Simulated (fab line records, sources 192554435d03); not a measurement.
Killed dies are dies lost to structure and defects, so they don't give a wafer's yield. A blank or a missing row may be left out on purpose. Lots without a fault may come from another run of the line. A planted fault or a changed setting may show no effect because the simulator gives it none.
fab line records | flow n5_finfet
record lots=7 wafers=39
route steps=1938 shown FIN_CUT@173 DUMMY_GATE@237 SD_EPI_P@321 GATE_CUT@469
start_h: hours from the record's first day to the start of the lot's first wafer shown | wait_h: hours since the lot's step before | " the same as in the row above | L1.1+2: a row that stands for several wafers | - no value, or no start given | * or withheld: withheld | < > ~ a bound
route shown NAME@n: a module of which the file shows steps, and the number in the route of the first | usual: mean/standard deviation of fault-free wafers | same: alike in all rows | chamber/n: place in a boat | sites: the reading at each site | _std_site: their standard deviation | _edge_site: outer sites' mean less inner sites' | radius_mm: how far each site lies from the wafer's centre | mask NAME#n: copy n | behind: the tool/chamber that last shaped the wafer | hold: why the lot was held/for how many hours/how that ended | device: the transistor (n, p or np) that didn't switch | end of line: the same wafers' tests at the end of the route | a step without rows: its recipe alone | killed: dies lost to structure and defects at the first sort, not the wafer's yield | map: a wafer's dies, x killed, . not, _ none there
set.NAME: the setting as run; set.NAME@STEP: as run at that earlier step | model.NAME: the simulator's own value behind a step, which no gauge read
lots whose settings were changed on purpose; a table a step, a row a wafer
## steps
# step N5_FIN_CUT_CUT_ETCH_26
# recipe chemistry=CH3F/O2 target=SiNx target_depth_a=390 mask_material=SOC time_s=55.7 pressure_mtorr=30 source_w=395 bias_w=73 Ar_flow_sccm=150 CH3F_flow_sccm=30 O2_flow_sccm=20 ion_energy_ev=120
# columns lot.wafer tool chamber start_h wait_h set.time_s model.etch.depth_nm model.SOC_of_FIN_CUT_COAT_18.thk_nm
L077.1 rie_diel-02 3 44.87 0.0 55.7 39.31 211
L077.2 " 2 " " 43.49 30 215.2
L077.3 " 1 " " 43.49 30.92 215.4
L077.4 " 0 " " 55.7 39.54 210.6
L077.5 " 3 " " 55.7 39.62 210.6
L077.6 " 0 " " 43.49 30.91 215.8
L079.1 rie_diel-02 1 57.16 0.0 55.7 39.3 211.4
L079.2 " 3 " " 55.7 39.2 211
L079.3 " 2 " " 66.05 45.61 208.6
L079.4 " 0 " " 66.05 46.9 208.2
L079.5 " 2 " " 66.05 45.96 208.6
L079.6 " 3 " " 55.7 39.56 210.8
L080.1 rie_diel-06 0 63.08 0.0 55.7 38.21 212.4
L080.2 " 1 " " 55.7 38.51 211.8
L080.3 " 3 " " 55.7 38.73 212.2
L080.4 " 2 " " 55.7 38.55 212.4
L080.5 " 0 " " 55.7 38.22 212.4
L080.6 " 3 " " 55.7 38.76 211.6
L083.1 rie_diel-04 2 83.87 0.0 55.7 39.6 211.6
L083.2 " 0 " " 55.7 37.38 213
L083.3 " 1 " " 55.7 38.72 212.4
L083.4 " 0 " " 63.2 42.45 210.2
L083.5 " 1 " " 63.2 44 209.6
L083.6 " 2 " " 63.2 44.94 209.2
L086.1 rie_diel-06 1 101.96 0.0 55.7 38.71 211
L086.2 " 2 " " 55.7 38.4 210.6
L086.3 " 3 " " 55.7 38.35 210.4
L086.4+5 " 0 " " 55.7 38.01 211.6
L086.6 " 3 " " 55.7 38.36 210.4
L087.1 rie_diel-04 0 106.77 0.0 55.7 37.77 211.2
L087.2 " 3 " " 55.7 39.59 210.4
L087.3 " 1 " " 51.07 35.39 212.6
L087.4 " 1 " " 51.07 35.15 212.4
L087.5 " 3 " " 51.07 36.08 213
L087.6 " 0 " " 55.7 37.32 211
L090.2 rie_diel-04 3 123.89 0.0 55.7 39.78 211.2
L090.4 " 2 " " 55.7 39.53 211.4
L090.5 " 1 " " 55.7 38.47 211.8
# step N5_FIN_CUT_CUT_ETCH_27
# recipe chemistry=CHF3/O2 target=SiO2 target_depth_a=40 mask_material=SOC overetch_a=20 time_s=4.9 pressure_mtorr=30 source_w=650 bias_w=170 Ar_flow_sccm=200 CHF3_flow_sccm=50 O2_flow_sccm=5 ion_energy_ev=200
# step N5_FIN_CUT_PRECLEAN_35
# recipe time_s=13.3 temp_c=45 pressure_torr=125 p_hf_torr=3 p_coreactant_torr=25 chemistry=vHF
# step N5_FIN_CUT_CUT_ETCH_15
# recipe chemistry=HBr/Cl2/O2 target=Si target_depth_a=1000 bt_time_s=10 mask_material=SOC time_s=42.4 ion_energy_ev=* bias_w=* pressure_mtorr=10 icp_w=800 HBr_flow_sccm=150 Cl2_flow_sccm=80 O2_flow_sccm=12
# columns lot.wafer tool chamber start_h wait_h set.time_s@FIN_CUT_CUT_ETCH_26 model.SOC_of_FIN_CUT_COAT_18.thk_nm
L077.1+4 rie_si-05 1,0 45.07 0.1 55.7 169
L077.2 " 3 " " 43.49 175.4
L077.3 " 2 " " 43.49 173.4
L077.5 " 3 " " 55.7 170.2
L077.6 " 2 " " 43.49 174
L079.1 rie_si-05 0 57.35 0.1 55.7 169.8
L079.2+6 " 1,0 " " 55.7 169
L079.3 " 3 " " 66.05 168.4
L079.4 " 2 " " 66.05 166.4
L079.5 " 1 " " 66.05 166.6
L080.1 rie_si-03 0 63.28 0.1 55.7 171
L080.2 " 1 " " 55.7 169.8
L080.3+5 " 2,3 " " 55.7 170.8
L080.4+6 " 3,2 " " 55.7 170.6
L083.1 rie_si-03 1 84.07 0.1 55.7 169.6
L083.2 " 3 " " 55.7 171.6
L083.3 " 2 " " 55.7 171.2
L083.4 " 0 " " 63.2 169
L083.5 " 3 " " 63.2 168
L083.6 " 2 " " 63.2 167.8
L086.1 rie_si-01 0 102.15 0.1 55.7 169.6
L086.2 " 1 " " 55.7 169.8
L086.3 " 3 " " 55.7 168.8
L086.4 " 2 " " 55.7 170.8
L086.5 " 1 " " 55.7 171
L086.6 " 2 " " 55.7 169.4
L087.1 rie_si-01 2 106.97 0.1 55.7 169.8
L087.2 " 3 " " 55.7 168.4
L087.3 " 0 " " 51.07 171
L087.4 " 1 " " 51.07 171.4
L087.5 " 0 " " 51.07 171.8
L087.6 " 1 " " 55.7 170
L090.2+5 rie_si-03 2,1 124.09 0.1 55.7 170.2
L090.4 " 3 " " 55.7 169.6
# step N5_DUMMY_GATE_ETCH_37
# recipe chemistry=N2/H2 target=SOC target_depth_a=600 overetch_a=300 temp_c=40 ion_energy_ev=200 pressure_mtorr=30 source_w=840 bias_w=150 n2_flow_sccm=200 h2_flow_sccm=200
# usual rf_vpp_V=524.7/2.6
# columns lot.wafer tool chamber start_h wait_h set.source_w rf_vpp_V
L077.1 rie_diel-04 2 66.63 0.0 955.3 499.6
L077.2 " 3 " " 840 526.0
L077.3 " 0 " " 840 523.4
L077.4 " 3 " " 955.3 503.8
L077.5 " 0 " " 840 523.1
L077.6 " 2 " " 955.3 499.5
L079.1 rie_diel-04 0 75.61 0.0 912.3 508.3
L079.2 " 2 " " 912.3 508.3
L079.3 " 1 " " 840 524.7
L079.4 " 1 " " 912.3 508.7
L079.5 " 2 " " 840 522.5
L079.6 " 0 " " 840 522.1
L080.1 rie_diel-02 3 82.12 0.0 840 526.9
L080.2 " 2 " " 840 521.9
L080.3 " 2 " " 919.4 506.1
L080.4 " 3 " " 919.4 513.7
L080.5 " 3 " " 840 529.4
L080.6 " 2 " " 919.4 507.5
L083.1 rie_diel-06 0 102.29 0.0 840 520.2
L083.2 " 1 " " 840 522.2
L083.3 " 2 " " 840 528.4
L083.4 " 3 " " 840 526.5
L083.5 " 1 " " 840 522.8
L083.6 " 2 " " 840 528.3
L086.1 rie_diel-04 3 120.86 0.0 753.4 546.0
L086.2 " 1 " " 840 523.3
L086.3 " 2 " " 753.4 541.0
L086.4 " 3 " " 840 525.3
L086.5 " 1 " " 840 523.9
L086.6 " 2 " " 753.4 541.7
L087.1 rie_diel-02 2 125.82 0.0 715.5 551.1
L087.2 " 0 " " 715.5 555.7
L087.3 " 3 " " 840 528.4
L087.4 " 1 " " 840 528.8
L087.5 " 2 " " 715.5 549.9
L087.6 " 1 " " 840 527.2
L090.2 rie_diel-02 2 142.32 0.0 840 522.4
L090.4 " 1 " " 840 529.1
L090.5 " 0 " " 840 527.3
# step N5_DUMMY_GATE_ETCH_31
# recipe chemistry=C4F6/O2 target=SiO2 mask_material=SOC target_depth_a=825 time_s=27.5 ion_energy_ev=250 pressure_mtorr=30 source_w=345 bias_w=185 Ar_flow_sccm=300 C4F6_flow_sccm=10 O2_flow_sccm=10
# columns lot.wafer tool chamber start_h wait_h set.target_depth_a model.etch.depth_nm model.SOC_of_DUMMY_GATE_COAT_34.thk_nm
L077.1 rie_diel-02 1 67.00 0.1 722.1 72.28 52.8
L077.2 " 2 " " 825 81.47 52
L077.3 " 0 " " 722.1 72.23 52.6
L077.4 " 3 " " 722.1 72.89 52.8
L077.5 " 1 " " 825 82.72 51.8
L077.6 " 2 " " 825 82.09 52
L079.1 rie_diel-06 1 75.89 0.0 825 81.89 52
L079.2 " 2 " " 786.1 78.78 52
L079.3 " 3 " " 825 82.16 51.8
L079.4 " 0 " " 786.1 77.2 52.4
L079.5 " 1 " " 786.1 77.81 52.4
L079.6 " 2 " " 825 81.2 52
L080.1 rie_diel-04 0 82.43 0.0 759.4 73.16 53
L080.2 " 1 " " 825 82.62 52.2
L080.3 " 2 " " 825 84.54 51.6
L080.4 " 0 " " 825 79.53 52.2
L080.5 " 1 " " 759.4 75.96 52.8
L080.6 " 2 " " 759.4 77.08 52.4
L083.1 rie_diel-04 1 102.57 0.0 825 82.5 51.6
L083.2 " 3 " " 825 83.37 51.4
L083.3 " 0 " " 825 79.69 51.8
L083.4 " 3 " " 825 82.87 51.4
L083.5 " 1 " " 825 81.5 51.6
L083.6 " 0 " " 825 80.05 51.6
L086.1 rie_diel-06 1 121.14 0.0 825 81.44 52.4
L086.2 " 0 " " 825 80.36 52.4
L086.3 " 2 " " 825 80.41 52.4
L086.4 " 3 " " 913.2 90.1 51.4
L086.5 " 1 " " 913.2 90 51.6
L086.6 " 0 " " 913.2 88.63 51.6
L087.1 rie_diel-04 2 126.09 0.0 885 89.54 50.6
L087.2 " 1 " " 885 87.3 51.2
L087.3 " 3 " " 885 89.63 50.6
L087.4 " 3 " " 825 84.49 51.2
L087.5 " 2 " " 825 83.81 51.2
L087.6 " 1 " " 825 81.78 51.6
L090.2 rie_diel-06 2 142.60 0.0 825 80.31 52
L090.4 " 1 " " 825 81.43 52.2
L090.5 " 1 " " 825 81.69 52
# step N5_SD_EPI_P_EPI_21
# recipe material=SiGe:B dopant=B temp_c=550 pressure_torr=20 ambient=H2 time_s=355
# columns lot.wafer tool chamber start_h wait_h set.temp_c model.SiGe-B_of_SD_EPI_P_EPI_21.thk_nm
L077.1 epi_rpcvd-01 0 75.66 0.2 553.1 66.2
L077.2 " 0 " " 550 61.8
L077.3 " 0 " " 553.1 65.2
L077.4 " 0 " " 550 61.2
L077.5 " 0 " " 553.1 66.4
L077.6 " 0 " " 550 61
L079.1 epi_rpcvd-04 0 85.44 0.2 550 60.6
L079.2+3 " 0 " " 546.8 57.4
L079.4 " 0 " " 550 61.4
L079.5 " 0 " " 546.8 57.2
L079.6 " 0 " " 550 61.2
L080.1 epi_rpcvd-01 0 90.56 0.1 553.8 68
L080.2 " 0 " " 550 62
L080.3 " 0 " " 550 61.8
L080.4+6 " 0 " " 553.8 67.4
L080.5 " 0 " " 550 62.2
L083.1 epi_rpcvd-01 0 110.99 0.1 552.7 65.6
L083.2+3+6 " 0 " " 550 61.4
L083.4 " 0 " " 552.7 65.2
L083.5 " 0 " " 552.7 64.8
L086.1+3 epi_rpcvd-04 0 130.44 0.3 550 61.8
L086.2 " 0 " " 550 61.4
L086.4 " 0 132.36 2.0 550 61.6
L086.5 " 0 " " 550 61.2
L086.6 " 0 " " 550 62.4
L087.1+4 epi_rpcvd-01 0 134.04 0.2 548.7 59
L087.2 " 0 " " 550 60.4
L087.3 " 0 " " 550 60.2
L087.5 " 0 " " 548.7 58.6
L087.6 " 0 " " 550 60
L090.2 epi_rpcvd-04 0 152.33 0.6 550 61.6
L090.4 " 0 " " 550 61.2
L090.5 " 0 " " 550 61.4
# step N5_SD_EPI_P_EPI_MEAS_23
# recipe mode=xrd
# usual thk_nm=61.0/1.2
# columns lot.wafer tool chamber start_h wait_h set.temp_c@SD_EPI_P_EPI_21 thk_nm
L077.1 film_metro-01 - 78.57 2.4 553.1 69.3
L077.2 " - " " 550 61.3
L077.3 " - " " 553.1 65.4
L077.4 " - " " 550 59.0
L077.5 " - " " 553.1 65.9
L077.6 " - " " 550 61.2
L079.1 film_metro-02 - 88.35 2.4 550 60.3
L079.2 " - " " 546.8 55.7
L079.3 " - " " 546.8 58.1
L079.4 " - " " 550 62.2
L079.5 " - " " 546.8 57.5
L079.6 " - " " 550 60.4
L080.1 film_metro-02 - 92.76 1.8 553.8 67.6
L080.2 " - " " 550 61.7
L080.3 " - " " 550 62.2
L080.4 " - " " 553.8 66.8
L080.5 " - " " 550 61.5
L080.6 " - " " 553.8 64.9
L083.1 film_metro-02 - 113.19 1.8 552.7 67.4
L083.2 " - " " 550 61.2
L083.3 " - " " 550 62.5
L083.4 " - " " 552.7 64.5
L083.5 " - " " 552.7 65.5
L083.6 " - " " 550 60.7
L086.1 film_metro-01 - 134.32 3.2 550 60.1
L086.2 " - " " 550 62.6
L086.3 " - " " 550 64.2
L086.4 " - " " 550 61.3
L086.5 " - " " 550 59.9
L086.6 " - " " 550 62.2
L087.1 film_metro-01 - 136.96 2.4 548.7 59.7
L087.2 " - " " 550 61.4
L087.3 " - " " 550 60.4
L087.4 " - " " 548.7 58.7
L087.5 " - " " 548.7 58.0
L087.6 " - " " 550 59.4
L090.2 film_metro-02 - 154.77 2.0 550 61.0
L090.4 " - " " 550 60.1
L090.5 " - " " 550 60.4
# step N5_SD_EPI_P_HM_STRIP_48
# recipe chemistry=H3PO4 temp_c=160 material=SiNx target=SiNx target_depth_a=30 overetch_fraction=0.3
# columns lot.wafer tool chamber start_h wait_h set.temp_c@SD_EPI_P_EPI_21 model.SiGe-B_of_SD_EPI_P_EPI_21.thk_nm
L077.1 wet_bench-02 0 78.61 0.0 553.1 65.8
L077.2 " 7 " " 550 61.6
L077.3 " 1 " " 553.1 64.8
L077.4 " 2 " " 550 60.8
L077.5 " 4 " " 553.1 66.2
L077.6 " 3 " " 550 60.6
L079.1 wet_bench-02 4 88.39 0.0 550 60.4
L079.2+3+5 " 5,2,6 " " 546.8 57
L079.4 " 3 " " 550 61
L079.6 " 1 " " 550 60.8
L080.1 wet_bench-01 2 92.80 0.0 553.8 67.8
L080.2+3 " 3,1 " " 550 61.6
L080.4+6 " 4,0 " " 553.8 67
L080.5 " 7 " " 550 61.8
L083.1 wet_bench-01 5 113.22 0.0 552.7 65.4
L083.2+3+6 " 7,2,1 " " 550 61.2
L083.4 " 0 " " 552.7 64.8
L083.5 " 6 " " 552.7 64.4
L086.1 wet_bench-02 0 134.36 0.0 550 61.4
L086.2+4 " 4,2 " " 550 61.2
L086.3 " 1 " " 550 61.6
L086.5 " 7 " " 550 60.8
L086.6 " 3 " " 550 62
L087.1 wet_bench-05 7 137.00 0.0 548.7 58.6
L087.2+3 " 0,5 " " 550 60
L087.4 " 1 " " 548.7 58.8
L087.5 " 6 " " 548.7 58.2
L087.6 " 4 " " 550 59.8
L090.2+5 wet_bench-05 5,1 154.81 0.0 550 61.2
L090.4 " 2 " " 550 60.8
# step N5_GATE_CUT_ETCH_58
# recipe chemistry=CH3F/O2 target=SiNx target_depth_a=170 time_s=128.6 ion_energy_ev=50 pressure_mtorr=30 source_w=415 bias_w=21 Ar_flow_sccm=150 CH3F_flow_sccm=30 O2_flow_sccm=20
# columns lot.wafer tool chamber start_h wait_h set.target_depth_a model.etch.depth_nm
L077.1 rie_diel-02 0 100.61 0.0 170 17.26
L077.2 " 2 " " 170 16.76
L077.3 " 1 " " 170 16.96
L077.4 " 3 " " 170 17.36
L077.5 " 0 " " 170 17.16
L077.6 " 1 " " 170 16.97
L079.1 rie_diel-04 3 111.33 0.0 170 17.27
L079.2 " 1 " " 170 17.01
L079.3 " 2 " " 170 17.26
L079.4 " 2 " " 170 17.31
L079.5 " 3 " " 170 17.23
L079.6 " 1 " " 170 16.88
L080.1 rie_diel-06 0 115.35 0.1 148.6 14.62
L080.2 " 3 " " 170 16.8
L080.3 " 1 " " 148.6 14.85
L080.4 " 2 " " 148.6 14.57
L080.5 " 3 " " 170 16.82
L080.6 " 2 " " 170 16.78
L083.1 rie_diel-06 2 135.43 0.2 170 16.59
L083.2 " 1 " " 170 16.82
L083.3 " 0 " " 170 16.47
L083.4 " 3 " " 170 16.74
L083.5 " 3 " " 170 16.81
L083.6 " 0 " " 170 16.53
L086.1 rie_diel-02 3 158.32 0.3 170 17.1
L086.2 " 2 " " 157.4 15.47
L086.3 " 1 " " 157.4 15.74
L086.4 " 0 " " 170 17.27
L086.5 " 2 " " 170 16.75
L086.6 " 3 " " 157.4 15.78
L087.1 rie_diel-02 2 160.60 0.0 170 16.63
L087.2 " 3 " " 170 17.15
L087.3 " 1 " " 170 16.75
L087.4 " 0 " " 170 17.23
L087.5 " 2 " " 170 16.58
L087.6 " 3 " " 170 16.82
L090.2 rie_diel-06 2 178.33 0.0 170 16.73
L090.4 " 1 " " 170 16.95
L090.5 " 0 " " 170 16.52
## key
split step=N5_FIN_CUT_CUT_ETCH_26 setting=time_s stated=55.7 by=wafer
response step=N5_FIN_CUT_CUT_ETCH_26 reading=model.etch.depth_nm change=+0.384 per=1% r=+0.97
response step=N5_FIN_CUT_CUT_ETCH_26 reading=model.SOC_of_FIN_CUT_COAT_18.thk_nm change=-0.189 per=1% r=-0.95
response step=N5_FIN_CUT_CUT_ETCH_15 reading=model.SOC_of_FIN_CUT_COAT_18.thk_nm change=-0.183 per=1% r=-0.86
split step=N5_DUMMY_GATE_ETCH_37 setting=source_w stated=840 by=wafer
response step=N5_DUMMY_GATE_ETCH_37 reading=rf_vpp_V change=-1.7 per=1% r=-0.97
split step=N5_DUMMY_GATE_ETCH_31 setting=target_depth_a stated=825 by=wafer
response step=N5_DUMMY_GATE_ETCH_31 reading=model.etch.depth_nm change=+0.8 per=1% r=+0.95
response step=N5_DUMMY_GATE_ETCH_31 reading=model.SOC_of_DUMMY_GATE_COAT_34.thk_nm change=-0.0748 per=1% r=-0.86
split step=N5_SD_EPI_P_EPI_21 setting=temp_c stated=550 by=wafer
response step=N5_SD_EPI_P_EPI_21 reading=model.SiGe-B_of_SD_EPI_P_EPI_21.thk_nm change=+7.56 per=1% r=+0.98
response step=N5_SD_EPI_P_EPI_MEAS_23 reading=thk_nm change=* per=1% r=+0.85
response step=N5_SD_EPI_P_HM_STRIP_48 reading=model.SiGe-B_of_SD_EPI_P_EPI_21.thk_nm change=+7.53 per=1% r=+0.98
split step=N5_GATE_CUT_ETCH_58 setting=target_depth_a stated=170 by=wafer
response step=N5_GATE_CUT_ETCH_58 reading=model.etch.depth_nm change=+0.173 per=1% r=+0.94
